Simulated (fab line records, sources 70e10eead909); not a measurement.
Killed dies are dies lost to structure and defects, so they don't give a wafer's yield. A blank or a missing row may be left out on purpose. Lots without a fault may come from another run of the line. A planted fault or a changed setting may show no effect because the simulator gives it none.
fab line records | flow nand_harc
record lots=5 wafers=15 last_day=32
route steps=1302 shown A_STAIRCASE@877 A_SGD_CUT@890
lots that met no fault: from a run of the same line without faults
start_h: hours from the record's first day to the start of the lot's first wafer shown | wait_h: hours since the lot's step before | " the same as in the row above | L1.1+2: a row that stands for several wafers | - no value, or no start given | * or withheld: withheld | < > ~ a bound
route shown NAME@n: a module of which the file shows steps, and the number in the route of the first | usual: mean/standard deviation of fault-free wafers | same: alike in all rows | chamber/n: place in a boat | sites: the reading at each site | _std_site: their standard deviation | _edge_site: outer sites' mean less inner sites' | radius_mm: how far each site lies from the wafer's centre | mask NAME#n: copy n | behind: the tool/chamber that last shaped the wafer | hold: why the lot was held/for how many hours/how that ended | device: the transistor (n, p or np) that didn't switch | end of line: the same wafers' tests at the end of the route | a step without rows: its recipe alone | killed: dies lost to structure and defects at the first sort, not the wafer's yield | map: a wafer's dies, x killed, . not, _ none there
set.NAME: the setting as run; set.NAME@STEP: as run at that earlier step | model.NAME: the simulator's own value behind a step, which no gauge read
lots at some steps of the route; a table a step, a row a wafer
services: from which hour (start_h, from the record's first day; less than 0 if before it) a tool's chamber was out of use, for how many hours, and why
## steps
# step NHARC_A_STAIRCASE_CMP_152
# usual motor_current_A=12.1/0.75 slurry_filter_dp_kPa=13.50/0.14
# columns lot.wafer tool chamber start_h wait_h motor_current_A slurry_filter_dp_kPa
L078.4 cmp-02 1 475.98 0.1 13.0 13.44
L078.1 " 3 " " 10.5 13.56
L078.5 " 1 " " 12.3 13.51
L082.1 cmp-01 2 515.69 0.1 12.1 13.44
L082.3 " 3 " " 11.7 13.65
L082.4 " 1 " " 11.9 13.37
L086.1 cmp-01 2 556.59 0.1 12.2 13.99
L086.6 " 1 " " 11.7 13.53
L086.5 " 2 " " 12.1 13.57
L092.1 cmp-02 3 618.62 0.1 10.3 13.59
L092.2 " 0 " " 12.9 13.60
L092.6 " 0 " " 12.9 13.44
L093.4 cmp-02 2 623.55 0.1 11.4 13.54
L093.5 " 0 " " 11.9 13.48
L093.6 " 1 " " 12.3 13.54
# step NHARC_A_STAIRCASE_SRD_154
# columns lot.wafer tool chamber start_h wait_h
L078.1+5+4 wet_bench-01 4,6,0 476.26 0.0
L082.4+3+1 wet_bench-06 3,4,5 515.99 0.1
L086.1+6+5 wet_bench-01 7,0,1 556.87 0.0
L092.6+2+1 wet_bench-07 3,4,7 618.91 0.0
L093.5+6+4 wet_bench-07 5,7,1 623.82 0.0
# step NHARC_A_STAIRCASE_ETCH_403
# recipe target_depth_a=1082 chemistry=dHF material=SiO2
# columns lot.wafer tool chamber start_h wait_h
L078.1+5+4 wet_bench-01 4,6,0 476.29 0.0
L082.4+3+1 wet_bench-06 3,4,5 516.01 0.0
L086.1+6+5 wet_bench-01 7,0,1 556.89 0.0
L092.6+2+1 wet_bench-07 3,4,7 618.94 0.0
L093.5+6+4 wet_bench-07 5,7,1 623.84 0.0
# step NHARC_A_STAIRCASE_ETCHBACK_422
# recipe target_depth_a=400 over_etch_frac=0.3 time_s=74.286 ion_energy_ev=120 ch3f_flow_sccm=50 o2_flow_sccm=30 ar_flow_sccm=200 rf_w=500 bias_w=100 chemistry=CH3F/O2
# usual chamber_pressure_mTorr=25.000/0.03 drypump_motor_current_A=5.8/0.42 o2_flow_sccm=30.01/0.084 oes_product_au=0.96/0.038 rf_vpp_V=243.7/1.7 showerhead_plenum_p_Torr=2.41/0.11 throttle_valve_pct=20.663/0.0087
# columns lot.wafer tool chamber start_h wait_h chamber_pressure_mTorr drypump_motor_current_A o2_flow_sccm oes_product_au rf_hours_counter_h rf_vpp_V showerhead_plenum_p_Torr throttle_valve_pct
L078.1 rie_diel-12 2 476.44 0.2 25.000 6.1 30.01 1.00 10 241.6 2.33 20.662
L078.4 " 0 " " 25.024 6.6 30.07 1.01 9 243.5 2.33 20.656
L078.5 " 2 " " 24.998 6.0 30.06 1.00 - 241.6 2.33 20.667
L082.3 rie_diel-12 2 516.15 0.1 25.005 6.1 30.15 1.00 24 242.0 2.32 20.666
L082.1 " 3 " " 24.963 5.8 29.99 1.01 22 243.4 2.36 20.672
L082.4 " 1 " " 24.994 5.1 30.01 1.00 - 242.2 2.39 20.663
L086.1 rie_diel-07 0 557.04 0.1 25.030 5.5 29.95 0.92 26 246.7 2.65 20.658
L086.6 " 0 " " 24.973 5.5 29.98 0.92 - 247.8 2.65 20.663
L086.5 " 1 " " 25.029 5.7 29.95 0.92 - 243.6 2.37 20.661
L092.1 rie_diel-04 3 619.08 0.1 25.008 6.3 29.91 0.92 24 244.2 2.41 20.649
L092.2 " 2 " " 25.011 5.7 30.10 0.92 25 243.5 2.44 20.642
L092.6 " 3 " " 24.998 6.3 29.96 0.92 - 243.2 2.41 20.667
L093.4 rie_diel-04 2 624.03 0.2 25.018 5.7 30.07 0.92 26 244.1 2.44 20.655
L093.6 " 0 " " 25.015 5.6 29.99 0.92 - 246.6 2.65 20.654
L093.5 " 1 " " 25.018 5.7 30.00 0.93 - 246.6 2.63 20.647
# step NHARC_A_STAIRCASE_ETCH_423
# recipe target_depth_a=300 chemistry=dHF material=SiO2
# columns lot.wafer tool chamber start_h wait_h
L078.5+1+4 wet_bench-01 7,0,1 476.62 0.1
L082.4+1+3 wet_bench-01 5,1,2 516.34 0.1
L086.5+6+1 wet_bench-01 6,7,0 557.23 0.1
L092.1+2+6 wet_bench-01 7,1,4 619.24 0.1
L093.4+5+6 wet_bench-07 3,4,7 624.17 0.1
# step NHARC_A_STAIRCASE_ETCHBACK_157
# recipe target_depth_a=900 over_etch_frac=0.3 time_s=167.14 ion_energy_ev=120 ch3f_flow_sccm=50 o2_flow_sccm=30 ar_flow_sccm=200 rf_w=500 bias_w=100 chemistry=CH3F/O2
# usual chamber_pressure_mTorr=25.002/0.023 drypump_motor_current_A=5.7/0.37 o2_flow_sccm=29.99/0.088 oes_product_au=0.97/0.036 rf_vpp_V=243.9/1.8 showerhead_plenum_p_Torr=2.43/0.12 throttle_valve_pct=20.664/0.0093
# columns lot.wafer tool chamber start_h wait_h chamber_pressure_mTorr drypump_motor_current_A o2_flow_sccm oes_product_au rf_hours_counter_h rf_vpp_V showerhead_plenum_p_Torr throttle_valve_pct
L078.4 rie_diel-12 1 476.82 0.2 24.993 5.2 30.04 0.99 7 244.0 2.40 20.655
L078.1 " 2 " " 24.987 6.0 30.09 1.00 10 241.4 2.33 20.657
L078.5 " 0 " " 24.986 6.6 30.13 1.01 - 242.9 2.33 20.662
L082.3 rie_diel-12 1 516.56 0.1 25.002 5.2 30.03 0.99 21 243.4 2.39 20.671
L082.1 " 2 " " 24.982 6.1 29.90 1.00 24 241.7 2.32 20.673
L082.4 " 2 " " 25.024 6.0 30.07 1.00 - 241.6 2.32 20.667
L086.1 rie_diel-04 0 557.44 0.2 25.025 5.6 29.92 1.00 7 245.5 2.66 20.661
L086.5 " 2 " " 24.972 5.7 30.00 1.00 - 244.3 2.45 20.669
L086.6 " 3 " " 24.980 6.3 29.87 1.00 - 243.2 2.41 20.651
L092.1 rie_diel-04 1 619.44 0.2 24.964 5.7 30.11 0.94 22 246.9 2.63 20.647
L092.2 " 0 " " 25.011 5.6 29.92 0.95 23 246.3 2.65 20.659
L092.6 " 1 " " 25.048 5.8 30.01 0.94 - 248.3 2.63 20.651
L093.4 rie_diel-04 1 624.46 0.3 24.978 5.7 29.80 0.98 23 247.8 2.63 20.663
L093.6 " 0 " " 24.977 5.6 30.02 0.98 - 246.9 2.65 20.662
L093.5 " 1 " " 25.032 5.7 29.71 0.98 - 247.1 2.63 20.639
# step NHARC_A_STAIRCASE_STRIP_475
# recipe time_s=20 o2_flow_sccm=500 ar_flow_sccm=0 bias_w=0 chemistry=O2
# usual chamber_pressure_mTorr=59.99/0.047 drypump_motor_current_A=5.7/0.38 o2_flow_sccm=500.1/1.5 oes_product_au=0.999/0.0079 rf_vpp_V=57.7/0.79 showerhead_plenum_p_Torr=3.47/0.16 throttle_valve_pct=17.036/0.0077
# columns lot.wafer tool chamber start_h wait_h chamber_pressure_mTorr drypump_motor_current_A o2_flow_sccm oes_product_au rf_hours_counter_h rf_vpp_V showerhead_plenum_p_Torr throttle_valve_pct
L078.1 rie_diel-12 3 - - 59.97 5.8 498.2 1.014 11 58.0 3.40 17.028
L078.4 " 1 " " 60.01 5.2 497.7 0.997 7 56.9 3.45 17.032
L078.5 " 3 " " 59.90 5.8 500.4 1.009 - 56.2 3.40 17.037
L082.3 rie_diel-12 1 516.77 0.2 60.01 5.2 500.1 0.995 21 58.2 3.44 17.051
L082.1 " 2 " " 59.96 6.0 499.8 1.005 24 58.9 3.34 17.029
L082.4 " 2 " " 60.01 6.0 498.8 1.008 - 57.7 3.34 17.041
L086.1 rie_diel-04 2 - - 60.08 5.7 499.0 0.996 6 57.6 3.51 17.034
L086.6 " 0 " " 60.05 5.6 498.7 0.999 - 58.8 3.80 17.034
L086.5 " 1 " " 60.08 5.7 499.0 0.997 - 57.3 3.77 17.027
L092.2 rie_diel-04 0 - - 60.05 5.6 499.3 1.001 23 58.2 3.79 17.030
L092.1 " 1 " " 59.99 5.8 499.3 1.001 22 57.5 3.76 17.044
L092.6 " 3 " " 60.12 6.3 497.3 0.999 - 56.5 3.45 17.040
L093.4 rie_diel-04 0 - - 59.96 5.6 497.8 0.997 24 60.3 3.79 17.036
L093.5 " 3 " " 60.01 6.3 500.0 1.016 - 57.4 3.45 17.032
L093.6 " 0 " " 60.05 5.6 497.8 0.996 - 58.0 3.79 17.046
# step NHARC_A_STAIRCASE_DEP_471
# recipe target_thk_a=1000 temp_c=400 pressure_torr=6.5 rf_w=900 teos_flow_sccm=161.4 flow_sccm=2650 target_thk_nm=100 gas=O2 material=SiO2
# usual heater_power_w=533/76 throttle_valve_pct=15.9/0.59
# columns lot.wafer tool chamber start_h wait_h heater_power_w throttle_valve_pct
L078.1 pecvd-04 2 477.09 - 643 15.1
L078.4 " 1 " " 603 16.7
L078.5 " 2 " " 646 15.0
L082.3 pecvd-02 1 516.86 - 544 16.4
L082.1 " 2 " " 436 16.4
L082.4 " 2 " " 438 16.3
L086.1 pecvd-04 2 557.74 - 690 14.9
L086.6 " 0 " " 544 16.8
L086.5 " 1 " " 569 16.6
L092.2 pecvd-04 2 619.75 - 679 15.5
L092.1 " 0 " " 605 17.0
L092.6 " 0 " " 614 16.8
L093.4 pecvd-01 0 624.81 - 563 15.8
L093.6 " 1 " " 439 16.3
L093.5 " 2 " " 464 15.1
# step NHARC_A_STAIRCASE_CMP_472
# recipe material=SiO2
# usual motor_current_A=12.1/0.8 slurry_filter_dp_kPa=13.52/0.13
# columns lot.wafer tool chamber start_h wait_h motor_current_A slurry_filter_dp_kPa
L078.1 cmp-02 2 477.39 0.3 11.5 13.80
L078.4 " 3 " " 10.3 13.63
L078.5 " 0 " " 12.7 13.57
L082.3 cmp-02 2 517.13 0.2 11.2 13.43
L082.1 " 0 " " 13.2 13.53
L082.4 " 1 " " 12.0 13.58
L086.1 cmp-01 1 557.96 0.2 11.8 13.34
L086.5 " 1 " " 12.0 13.72
L086.6 " 2 " " 13.0 13.58
L092.1 cmp-02 3 619.99 0.2 10.3 13.32
L092.2 " 2 " " 12.1 13.54
L092.6 " 3 " " 10.7 13.49
L093.4 cmp-01 3 625.00 0.2 12.7 13.62
L093.6 " 3 " " 11.4 13.47
L093.5 " 0 " " 12.6 13.55
# step NHARC_A_STAIRCASE_SRD_474
# columns lot.wafer tool chamber start_h wait_h
L078.5+4+1 wet_bench-07 4,5,7 477.61 0.0
L082.3+1+4 wet_bench-01 2,4,6 517.39 0.0
L086.6+1+5 wet_bench-06 4,5,6 558.23 0.0
L092.1+2+6 wet_bench-06 1,2,4 620.27 0.0
L093.5+6+4 wet_bench-06 5,0,1 625.26 0.0
# step NHARC_A_STAIRCASE_INSPECT_155
# usual raw_defect_count=458/150
# columns lot.wafer tool chamber start_h wait_h raw_defect_count
L078.1 defect_inspect-02 - 477.68 0.1 324
L078.4 " - " " 220
L078.5 " - " " 298
L082.1 defect_inspect-02 - 517.47 0.1 318
L082.3 " - " " 292
L082.4 " - " " 513
L086.1 defect_inspect-02 - 558.30 0.1 614
L086.5 " - " " 309
L086.6 " - " " 323
L092.1 defect_inspect-01 - 620.34 0.1 471
L092.2 " - " " 338
L092.6 " - " " 629
L093.4 defect_inspect-01 - 625.34 0.1 591
L093.5 " - " " 523
L093.6 " - " " 815
# step NHARC_A_SGD_CUT_DEP_00
# recipe target_thk_a=500 temp_c=400 target_thk_nm=50 flow_sccm=200 rf_w=450 material=SiNx
# usual heater_power_w=684/68
# columns lot.wafer tool chamber start_h wait_h heater_power_w
L078.1 pecvd-03 0 477.78 0.1 595
L078.5 " 2 " " 680
L078.4 " 0 " " 587
L082.3 pecvd-02 0 517.54 0.1 724
L082.1 " 1 " " 771
L082.4 " 1 " " 753
L086.1 pecvd-02 1 558.40 0.1 743
L086.5 " 1 " " 741
L086.6 " 2 " " 595
L092.1 pecvd-04 2 620.41 0.1 767
L092.2 " 0 " " 741
L092.6 " 1 " " 780
L093.6 pecvd-02 1 625.49 0.1 736
L093.5 " 2 " " 628
L093.4 " 0 " " 795
# step NHARC_A_SGD_CUT_DEHYDRATE_01
# recipe temp_c=150 time_s=120
# columns lot.wafer tool chamber start_h wait_h
L078.1+4+5 litho_track-01 0 478.02 0.2
L082.1+3+4 litho_track-04 0 517.81 0.2
L086.1+5+6 litho_track-06 0 558.64 0.2
L092.1+2+6 litho_track-06 0 620.68 0.2
L093.4+5+6 litho_track-06 0 625.68 0.1
# step NHARC_A_SGD_CUT_HMDS_02
# recipe time_s=30
# columns lot.wafer tool chamber start_h wait_h
L078.1+4+5 litho_track-01 0 - -
L082.1+3+4 litho_track-04 0 - -
L086.1+5+6 litho_track-06 0 - -
L092.1+2+6 litho_track-06 0 - -
L093.4+5+6 litho_track-06 0 - -
# step NHARC_A_SGD_CUT_COAT_56
# recipe temp_c=260 time_s=75
# columns lot.wafer tool chamber start_h wait_h
L078.1+4+5 litho_track-01 0 - -
L082.1+3+4 litho_track-04 0 - -
L086.1+5+6 litho_track-06 0 - -
L092.1+2+6 litho_track-06 0 - -
L093.4+5+6 litho_track-06 0 - -
# step NHARC_A_SGD_CUT_COAT_57
# recipe temp_c=225 time_s=65
# columns lot.wafer tool chamber start_h wait_h
L078.1+4+5 litho_track-01 0 - -
L082.1+3+4 litho_track-04 0 - -
L086.1+5+6 litho_track-06 0 - -
L092.1+2+6 litho_track-06 0 - -
L093.4+5+6 litho_track-06 0 - -
# step NHARC_A_SGD_CUT_COAT_03
# recipe spin_rpm=1500 resist_thk_nm=90
# columns lot.wafer tool chamber start_h wait_h
L078.1+4+5 litho_track-01 0 - -
L082.1+3+4 litho_track-04 0 - -
L086.1+5+6 litho_track-06 0 - -
L092.1+2+6 litho_track-06 0 - -
L093.4+5+6 litho_track-06 0 - -
# step NHARC_A_SGD_CUT_SOFTBAKE_04
# recipe temp_c=105 time_s=55
# columns lot.wafer tool chamber start_h wait_h
L078.1+4+5 litho_track-01 0 - -
L082.1+3+4 litho_track-04 0 - -
L086.1+5+6 litho_track-06 0 - -
L092.1+2+6 litho_track-06 0 - -
L093.4+5+6 litho_track-06 0 - -
# step NHARC_A_SGD_CUT_EBR_05
# columns lot.wafer tool chamber start_h wait_h
L078.1+4+5 litho_track-01 0 - -
L082.1+3+4 litho_track-04 0 - -
L086.1+5+6 litho_track-06 0 - -
L092.1+2+6 litho_track-06 0 - -
L093.4+5+6 litho_track-06 0 - -
# step NHARC_A_SGD_CUT_EXPOSE_06
# recipe na=1.35 dose_mj=85.59 mask_id=SGD
# usual exposure_dose_mJ_cm2=86.0/0.79
# columns lot.wafer tool chamber start_h wait_h mask exposure_dose_mJ_cm2
L078.1 arfi_scanner-01 0 478.33 - SGD#0 85.5
L078.4 " 0 " " SGD#0 85.6
L078.5 " 0 " " SGD#0 85.5
L082.1 arfi_scanner-02 0 517.99 - SGD#0 87.2
L082.3 " 0 " " SGD#0 87.3
L082.4 " 0 " " SGD#0 87.3
L086.1 arfi_scanner-03 0 558.83 - SGD#0 85.5
L086.5 " 0 " " SGD#0 85.5
L086.6 " 0 " " SGD#0 85.5
L092.1 arfi_scanner-03 0 620.86 - SGD#0 85.5
L092.2 " 0 " " SGD#0 85.6
L092.6 " 0 " " SGD#0 85.5
L093.4 arfi_scanner-03 0 625.88 - SGD#0 85.4
L093.5 " 0 " " SGD#0 85.3
L093.6 " 0 " " SGD#0 85.5
# step NHARC_A_SGD_CUT_PEB_07
# recipe peb_temp_c=100 peb_time_s=65
# columns lot.wafer tool chamber start_h wait_h
L078.1+4+5 litho_track-06 0 478.39 0.1
L082.1+3+4 litho_track-01 0 518.05 0.1
L086.1+5+6 litho_track-06 0 558.89 0.1
L092.1+2+6 litho_track-04 0 620.93 0.1
L093.4+5+6 litho_track-01 0 625.93 0.0
# step NHARC_A_SGD_CUT_DEVELOP_08
# recipe develop_time_s=35 dev_temp_c=23
# columns lot.wafer tool chamber start_h wait_h
L078.1+4+5 litho_track-06 0 - -
L082.1+3+4 litho_track-01 0 - -
L086.1+5+6 litho_track-06 0 - -
L092.1+2+6 litho_track-04 0 - -
L093.4+5+6 litho_track-01 0 - -
# step NHARC_A_SGD_CUT_CD_MEAS_09
# recipe target_cd_nm=100 landing_energy_ev=500
# usual cd_nm=100.0/0.41
# columns lot.wafer tool chamber start_h wait_h cd_nm
L078.1 cd_sem-02 0 478.47 - 100.4
L078.4 " 0 " " 100.0
L078.5 " 0 " " 100.2
L082.1 cd_sem-01 0 518.13 - 99.8
L082.3 " 0 " " 99.9
L082.4 " 0 " " 100.4
L086.1 cd_sem-02 0 558.97 - 99.5
L086.5 " 0 " " 100.6
L086.6 " 0 " " 99.9
L092.1 cd_sem-01 0 621.00 - 100.4
L092.2 " 0 " " 100.6
L092.6 " 0 " " 100.6
L093.4 cd_sem-03 0 626.01 - 99.7
L093.5 " 0 " " 100.0
L093.6 " 0 " " 99.1
# step NHARC_A_SGD_CUT_OVL_MEAS_10
# usual overlay_x_nm=0.3/0.92 overlay_y_nm=-0.1/0.86
# columns lot.wafer tool chamber start_h wait_h overlay_x_nm overlay_y_nm
L078.1 overlay-02 - 478.56 - 0.3 -0.7
L078.4 " - " " 0.0 -0.9
L078.5 " - " " 0.5 -1.1
L082.1 overlay-01 - 518.22 - 0.7 -0.2
L082.3 " - " " 0.4 0.0
L082.4 " - " " 0.1 0.5
L086.1 overlay-01 - 559.06 - 1.0 0.0
L086.5 " - " " 1.5 -0.2
L086.6 " - " " 1.3 -0.2
L092.1 overlay-01 - 621.09 - 0.0 -0.1
L092.2 " - " " 0.2 0.5
L092.6 " - " " -0.1 0.4
L093.4 overlay-01 - 626.09 - 2.4 -1.5
L093.5 " - " " 2.9 -1.9
L093.6 " - " " 2.7 -1.4
# step NHARC_A_SGD_CUT_INSPECT_11
# usual raw_defect_count=50/28
# columns lot.wafer tool chamber start_h wait_h raw_defect_count
L078.1 defect_inspect-02 - 478.59 0.0 15
L078.4 " - " " 25
L078.5 " - " " 18
L082.1 defect_inspect-01 - 518.26 0.0 82
L082.3 " - " " 72
L082.4 " - " " 72
L086.1 defect_inspect-01 - 559.10 0.0 18
L086.5 " - " " 13
L086.6 " - " " 18
L092.1 defect_inspect-02 - 621.13 0.0 38
L092.2 " - " " 53
L092.6 " - " " 67
L093.4 defect_inspect-02 - 626.13 0.0 57
L093.5 " - " " 56
L093.6 " - " " 53
# step NHARC_A_SGD_CUT_DESCUM_14
# recipe time_s=3 o2_flow_sccm=200 ar_flow_sccm=0 bias_power_w=0 chemistry=O2
# usual chamber_pressure_mTorr=60.00/0.06 drypump_motor_current_A=5.5/0.36 o2_flow_sccm=200.0/0.57 oes_product_au=0.999/0.0075 rf_vpp_V=57.6/0.83 showerhead_plenum_p_Torr=1.91/0.099 throttle_valve_pct=11.309/0.0079
# columns lot.wafer tool chamber start_h wait_h chamber_pressure_mTorr drypump_motor_current_A o2_flow_sccm oes_product_au rf_hours_counter_h rf_vpp_V showerhead_plenum_p_Torr throttle_valve_pct
L078.4 rie_diel-10 3 478.66 0.1 60.04 5.6 199.3 1.006 4 58.3 1.83 11.323
L078.1 " 2 " " 60.08 5.1 199.8 0.993 3 58.0 1.98 11.312
L078.5 " 3 " " 59.88 5.6 199.4 1.002 - 56.6 1.83 11.309
L082.1 rie_diel-01 2 518.32 0.1 59.89 6.2 200.3 0.999 6 58.4 1.82 11.294
L082.4 " 3 " " 59.98 5.1 199.7 0.997 6 58.1 1.99 11.292
L082.3 " 0 " " 60.07 5.0 199.3 0.994 6 59.1 2.05 11.316
L086.1 rie_diel-10 2 559.18 0.1 60.05 5.1 199.9 1.000 10 59.3 1.97 11.312
L086.5 " 3 " " 60.00 5.6 200.0 1.003 - 57.7 1.83 11.319
L086.6 " 0 " " 59.98 5.5 199.2 1.014 - 58.8 2.04 11.309
L092.2 rie_diel-10 2 621.19 0.1 59.94 5.1 200.5 1.003 1 57.5 1.97 11.311
L092.1 " 0 " " 59.97 5.5 198.7 1.017 1 58.6 2.03 11.315
L092.6 " 2 " " 60.01 5.1 199.8 1.014 - 57.8 1.97 11.305
L093.4 rie_diel-10 1 626.20 0.1 59.94 5.3 200.5 1.001 2 57.4 1.78 11.298
L093.5 " 0 " " 59.93 5.5 199.8 1.004 - 58.1 2.03 11.320
L093.6 " 1 " " 60.04 5.3 199.7 1.008 - 56.8 1.78 11.324
# step NHARC_A_SGD_CUT_ETCH_58
# recipe target_depth_a=390 over_etch_frac=0.3 time_s=65 ion_energy_ev=80 cf4_flow_sccm=150 ar_flow_sccm=0 rf_w=300 bias_w=100 chemistry=CF4
# usual chamber_pressure_mTorr=50.00/0.045 drypump_motor_current_A=5.5/0.37 oes_product_au=1.000/0.0074 rf_vpp_V=151.3/1.3 showerhead_plenum_p_Torr=1.76/0.085 throttle_valve_pct=13.284/0.0092
# columns lot.wafer tool chamber start_h wait_h chamber_pressure_mTorr drypump_motor_current_A oes_product_au rf_hours_counter_h rf_vpp_V showerhead_plenum_p_Torr throttle_valve_pct
L078.4 rie_diel-10 1 478.75 0.1 50.00 5.3 0.991 4 150.9 1.66 13.286
L078.1 " 2 " " 50.07 5.1 0.999 3 151.9 1.82 13.284
L078.5 " 1 " " 50.05 5.3 0.993 - 148.4 1.66 13.273
L082.1 rie_diel-01 1 518.40 0.1 50.01 5.2 1.010 6 152.1 1.83 13.282
L082.3 " 2 " " 49.93 6.2 1.005 6 149.6 1.69 13.293
L082.4 " 0 " " 49.98 4.9 1.001 6 153.6 1.89 13.285
L086.1 rie_diel-10 2 559.24 0.1 49.98 5.1 1.002 10 152.9 1.82 13.298
L086.6 " 2 " " 50.03 5.1 1.002 - 151.2 1.82 13.294
L086.5 " 3 " " 49.91 5.6 1.007 - 150.9 1.70 13.295
L092.2 rie_diel-10 3 621.28 0.1 50.03 5.6 0.997 1 149.0 1.70 13.291
L092.1 " 0 " " 49.96 5.5 1.015 1 152.3 1.87 13.292
L092.6 " 3 " " 49.92 5.6 0.999 - 150.7 1.70 13.278
L093.4 rie_diel-10 2 626.27 0.1 49.97 5.1 1.000 2 151.2 1.82 13.284
L093.5 " 2 " " 49.99 5.1 0.996 - 152.1 1.82 13.286
L093.6 " 3 " " 50.03 5.6 0.986 - 150.5 1.70 13.281
# step NHARC_A_SGD_CUT_ETCH_59
# recipe target_depth_a=2600 over_etch_frac=0.25 time_s=406.25 ion_energy_ev=200 n2_flow_sccm=150 h2_flow_sccm=150 ar_flow_sccm=0 rf_w=400 bias_w=150 chemistry=N2/H2
# usual chamber_pressure_mTorr=29.999/0.026 drypump_motor_current_A=5.5/0.37 oes_product_au=1.000/0.0072 rf_vpp_V=430/3.3 showerhead_plenum_p_Torr=2.03/0.11 throttle_valve_pct=14.170/0.0096
# columns lot.wafer tool chamber start_h wait_h chamber_pressure_mTorr drypump_motor_current_A oes_product_au rf_hours_counter_h rf_vpp_V showerhead_plenum_p_Torr throttle_valve_pct
L078.1 rie_diel-10 0 - - 29.997 5.5 1.007 4 435 2.18 14.165
L078.4 " 1 " " 30.009 5.4 0.999 4 429 1.90 14.175
L078.5 " 3 " " 30.029 5.6 1.007 - 428 1.95 14.171
L082.1 rie_diel-01 1 - - 29.976 5.2 0.990 6 433 2.12 14.176
L082.3 " 2 " " 29.997 6.2 1.016 7 428 1.94 14.188
L082.4 " 3 " " 29.977 5.1 1.011 6 434 2.12 14.177
L086.1 rie_diel-10 3 - - 30.043 5.6 0.999 11 429 1.95 14.184
L086.6 " 3 " " 29.988 5.7 1.005 - 427 1.95 14.152
L086.5 " 0 " " 29.971 5.5 1.008 - 434 2.17 14.168
L092.1 rie_diel-10 2 - - 29.986 5.1 1.009 1 433 2.10 14.171
L092.2 " 0 " " 29.986 5.5 1.026 1 435 2.17 14.164
L092.6 " 1 " " 29.978 5.4 1.014 - 427 1.90 14.190
L093.4 rie_diel-10 3 - - 29.992 5.7 0.994 1 427 1.95 14.166
L093.5 " 1 " " 30.037 5.3 0.999 - 425 1.90 14.174
L093.6 " 2 " " 29.976 5.1 0.995 - 431 2.10 14.181
# step NHARC_A_SGD_CUT_ETCH_15
# recipe target_depth_a=750 time_s=64.3 ch3f_flow_sccm=50 o2_flow_sccm=30 ar_flow_sccm=200 rf_w=500 bias_w=100 chemistry=CH3F/O2
# usual chamber_pressure_mTorr=24.998/0.023 drypump_motor_current_A=5.5/0.38 o2_flow_sccm=30.00/0.09 oes_product_au=0.963/0.016 rf_vpp_V=263.7/2 showerhead_plenum_p_Torr=2.45/0.12 throttle_valve_pct=20.663/0.0083
# columns lot.wafer tool chamber start_h wait_h chamber_pressure_mTorr drypump_motor_current_A o2_flow_sccm oes_product_au rf_hours_counter_h rf_vpp_V showerhead_plenum_p_Torr throttle_valve_pct
L078.4 rie_diel-10 1 - - 25.007 5.3 29.85 0.924 4 262.0 2.30 20.667
L078.1 " 2 " " 24.980 5.1 29.82 0.917 4 265.4 2.54 20.669
L078.5 " 1 " " 25.047 5.3 30.06 0.927 - 261.0 2.30 20.663
L082.4 rie_diel-01 2 - - 25.052 6.2 30.00 0.953 7 261.0 2.34 20.678
L082.3 " 0 " " 25.045 5.0 30.09 0.965 6 265.8 2.63 20.657
L082.1 " 1 " " 25.036 5.2 29.77 0.966 6 266.8 2.55 20.660
L086.1 rie_diel-10 0 - - 24.991 5.5 30.10 0.952 12 266.6 2.61 20.663
L086.6 " 3 " " 24.970 5.6 30.06 0.950 - 263.3 2.36 20.662
L086.5 " 2 " " 25.000 5.1 30.08 0.960 - 266.8 2.53 20.651
L092.2 rie_diel-10 3 - - 24.994 5.6 29.94 0.959 1 262.6 2.35 20.653
L092.1 " 1 " " 25.014 5.4 29.98 0.976 2 261.2 2.30 20.667
L092.6 " 3 " " 24.953 5.6 30.05 0.964 - 261.8 2.35 20.678
L093.4 rie_diel-10 3 - - 25.024 5.6 29.96 0.963 1 262.3 2.35 20.668
L093.5 " 1 " " 24.976 5.4 30.01 0.956 - 261.9 2.30 20.672
L093.6 " 2 " " 25.002 5.1 29.97 0.973 - 264.3 2.53 20.671
# step NHARC_A_SGD_CUT_ETCH_16
# recipe target_depth_a=3105 time_s=155.2 c4f8_flow_sccm=withheld o2_flow_sccm=8 ar_flow_sccm=withheld rf_w=600 bias_w=800 chemistry=C4F8/O2/Ar
# usual chamber_pressure_mTorr=25.004/0.023 oes_product_au=0.972/0.014 rf_vpp_V=723/5.3
# columns lot.wafer tool chamber start_h wait_h chamber_pressure_mTorr oes_product_au rf_hours_counter_h rf_vpp_V
L078.4 rie_diel-10 2 - - 24.986 0.945 4 726
L078.1 " 3 " " 25.051 0.926 4 718
L078.5 " 1 " " 24.998 0.936 - 717
L082.4 rie_diel-01 0 - - 24.987 0.977 6 731
L082.1 " 1 " " 24.987 0.964 6 727
L082.3 " 3 " " 25.002 0.971 6 727
L086.1 rie_diel-10 0 - - 25.018 0.972 12 729
L086.6 " 2 " " 25.013 0.975 - 726
L086.5 " 0 " " 25.028 0.972 - 730
L092.1 rie_diel-10 0 - - 24.975 0.995 1 729
L092.2 " 3 " " 25.017 0.980 1 719
L092.6 " 0 " " 25.003 0.992 - 729
L093.4 rie_diel-10 1 - - 25.038 0.996 2 718
L093.6 " 2 " " 25.001 0.993 - 727
L093.5 " 3 " " 25.025 0.977 - 719
# step NHARC_A_SGD_CUT_STRIP_60
# recipe c4f8_flow_sccm=withheld o2_flow_sccm=8 ar_flow_sccm=withheld bias_w=0 chemistry=C4F8/O2/Ar
# columns lot.wafer tool chamber start_h wait_h
L078.4+1+5 rie_diel-10 1,0,1 - -
L082.3+1+4 rie_diel-01 1,2,3 - -
L086.1+6+5 rie_diel-10 2,3,0 - -
L092.1+2+6 rie_diel-10 1,3,2 - -
L093.4+5+6 rie_diel-10 1,3,0 - -
## services
# columns tool chamber start_h hours kind
wet_bench-01 - 453.60 8.0 pm
rie_diel-04 0 461.58 9.0 repair
rie_diel-10 2 480.49 2.7 repair
rie_diel-12 3 485.08 3.3 repair
litho_track-01 - 505.00 7.0 pm
wet_bench-07 - 512.00 8.0 pm
rie_diel-12 0 513.71 4.4 repair
wet_bench-06 - 520.71 0.7 repair
cmp-02 - 526.50 4.0 pm
litho_track-06 - 529.00 7.0 pm
rie_diel-12 2 530.79 7.1 repair
rie_diel-04 - 532.15 9.0 pm
cmp-02 - 551.24 11.4 repair
litho_track-04 - 553.00 7.0 pm
wet_bench-01 - 553.33 1.5 repair
rie_diel-01 - 557.80 9.0 pm
rie_diel-04 1 558.39 3.9 repair
rie_diel-01 2 579.17 3.6 repair
rie_diel-01 2 595.63 17.7 repair
rie_diel-10 - 596.57 9.0 pm
rie_diel-01 0 613.70 25.0 repair
rie_diel-01 1 622.77 9.1 repair
rie_diel-12 - 623.27 9.0 pm
cmp-02 - 624.50 4.0 pm
## key
fault none
